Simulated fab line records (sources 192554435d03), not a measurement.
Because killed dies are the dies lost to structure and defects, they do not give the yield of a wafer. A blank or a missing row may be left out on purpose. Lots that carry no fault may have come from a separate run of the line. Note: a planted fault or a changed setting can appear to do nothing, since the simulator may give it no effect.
Comparing a struck lot with a sound one | flow n5-finfet | 15 steps out of a route of 1938
Sound: these wafers, L996.1, L996.4, L996.6. Wafers struck: L999.3, L999.4, L999.5. The cause is named last.
Order at every step that has rows: each side's tool, ch and its chambers, its first start. Under that, the readings that differ: sound wafers | struck wafers | difference of the means | sigmas: that difference in standard deviations of wafers without a fault.
alike: readings with means less than 2 such deviations apart, plus words and numbers identical on both sides. not compared: withheld readings, readings lacking a value on some wafer, bounds such as >300 that could conceal the same value, and numbers that have no deviation in the record and whose values overlap.
The two part at a step that has a row with sigmas, a row that says differs or no value, or rows on one side only. When numbers do not overlap yet have no deviation, they are printed without sigmas and do not part them. A reading missing from all wafers of one side parts the sides only when that side holds two or more wafers.

N5_SD_EPI_P_CD_MEAS_09: target cd 240 nm.
  sound on cd-sem-03 ch 0, day 7 01:14; struck on cd-sem-01 ch 0, day 7 17:13
  reading    | sound             | struck            | difference | sigmas
  cd-nm (nm) | 241.3 241.8 240.7 | 240.0 239.7 239.3 | -1.6       | -2
N5_SD_EPI_P_OVL_MEAS_10:
  sound on overlay-02 ch 0, day 7 01:16; struck on overlay-02 ch 0, day 7 17:14
  alike: SD_P_BLK_OVL
N5_SD_EPI_P_INSPECT_11: inspects for defects (macro).
  struck on defect-inspect-01, day 7 17:16; sound on defect-inspect-02, day 7 01:17
  alike: raw-defect-count
then, 2 steps without rows for these wafers: N5_SD_EPI_P_DESCUM_14 (chemistry O2, time 7.9 s); N5_SD_EPI_P_ETCH_36 (etches SiARC in CF4, target depth 45.5 nm, time 75.8 s).
N5_SD_EPI_P_ETCH_37: etches SOC in N2/H2, overetch 108 nm, time 486 s.
  sound on rie-diel-03 ch 0,3, day 7 01:25; struck on rie-diel-02 ch 0,2, day 7 17:32
  reading                     | sound       | struck      | difference | sigmas
  drypump-motor-current-A (A) | 4.7 5.5 4.7 | 5.6 6.0 6.0 | +0.9       | +2
  alike: bias-w, chamber-pressure-mTorr, oes-product-au, rf-vpp-V, showerhead-plenum-p-Torr, throttle-valve-pct
  not compared: rf-hours-counter-h
then, 1 step without rows for these wafers: N5_SD_EPI_P_STRIP_38 (strips in N2/H2).
N5_SD_EPI_P_ETCHBACK_46: etches SiNx in CH3F/O2, stops on SiO2, target depth 17.5 nm.
  sound on rie-diel-03 ch 0,3, day 7 01:44; struck on rie-diel-02 ch 0,2, day 7 17:52
  reading                     | sound       | struck      | difference | sigmas
  drypump-motor-current-A (A) | 4.7 5.5 4.7 | 5.7 6.0 6.0 | +0.9       | +2
  alike: oes-product-au, rf-vpp-V, showerhead-plenum-p-Torr, throttle-valve-pct
  not compared: rf-hours-counter-h
N5_SD_EPI_P_ETCH_47: etches SiOCN in CH3F/O2, target depth 25 nm.
  sound on rie-diel-03 ch 0,3, day 7 01:50; struck on rie-diel-02 ch 0,2, day 7 17:58
  reading                     | sound       | struck      | difference | sigmas
  drypump-motor-current-A (A) | 4.7 5.5 4.8 | 5.6 6.0 6.0 | +0.9       | +2
  alike: CH3F_flow_sccm, O2_flow_sccm, oes-product-au, rf-vpp-V, showerhead-plenum-p-Torr, throttle-valve-pct
  not compared: rf-hours-counter-h
N5_SD_EPI_P_ETCH_16: etches SiO2 in CHF3/O2, target depth 5 nm.
  sound on rie-diel-03 ch 0,3, day 7 01:56; struck on rie-diel-02 ch 0,2, day 7 18:04
  reading                     | sound       | struck      | difference | sigmas
  drypump-motor-current-A (A) | 4.8 5.5 4.7 | 5.6 6.0 6.0 | +0.9       | +2
  alike: CHF3_flow_sccm, O2_flow_sccm, oes-product-au, rf-vpp-V, showerhead-plenum-p-Torr, throttle-valve-pct
  not compared: rf-hours-counter-h
then, 2 steps without rows for these wafers: N5_SD_EPI_P_STRIP_50 (strips in CHF3/O2); N5_SD_EPI_P_SD_RECESS_17 (chemistry HBr/Cl2/O2, target depth 39.1 nm, bt time 3 s).
N5_SD_EPI_P_WET_ETCH_45: etches SiO2 in dHF, time 10.7 s, target depth 2 nm, rinse time 30 s.
  sound on wet-bench-01 ch 5,6,7, day 7 02:07; struck on wet-bench-06 ch 0,5,7, day 7 18:13
  no value came back on the struck wafers for rinse-temp-c (C), rinse-time-s (s); on the sound wafers rinse-temp-c (C) reads 22.93 22.96 22.88
N5_SD_EPI_P_STRIP_40: strips in N2/H2.
  sound on plasma-asher-01 ch 0,1, day 7 02:10; struck on plasma-asher-01 ch 0,1, day 7 18:17
  alike: drypump-motor-current-A, heater-power-w, oes-product-au
  not compared: rf-hours-counter-h
-- the record jumps here: 7 days lie between the struck wafers' starts before and after (it left off in module SD_EPI_P and takes up again in module BEOL_M4, whose first step shown is number 1111 of the route) --
N5_BEOL_M4_RC_MEAS_101:
  sound on prober-02 ch 0, day 13 08:41; struck on prober-02 ch 0, day 14 20:28
  alike: DIBL_N, DIBL_P, IOFF_N, IOFF_P, ION_N, ION_P, SS_N, SS_P, VT_N, VT_P

WHERE THEY PART
At N5_SD_EPI_P_CD_MEAS_09 first; at N5_SD_EPI_P_WET_ETCH_45 last (within this record only). Later steps at which nothing parts them and some readings are alike: N5_SD_EPI_P_STRIP_40, N5_BEOL_M4_RC_MEAS_101.

WHY: what had been put in by the simulator
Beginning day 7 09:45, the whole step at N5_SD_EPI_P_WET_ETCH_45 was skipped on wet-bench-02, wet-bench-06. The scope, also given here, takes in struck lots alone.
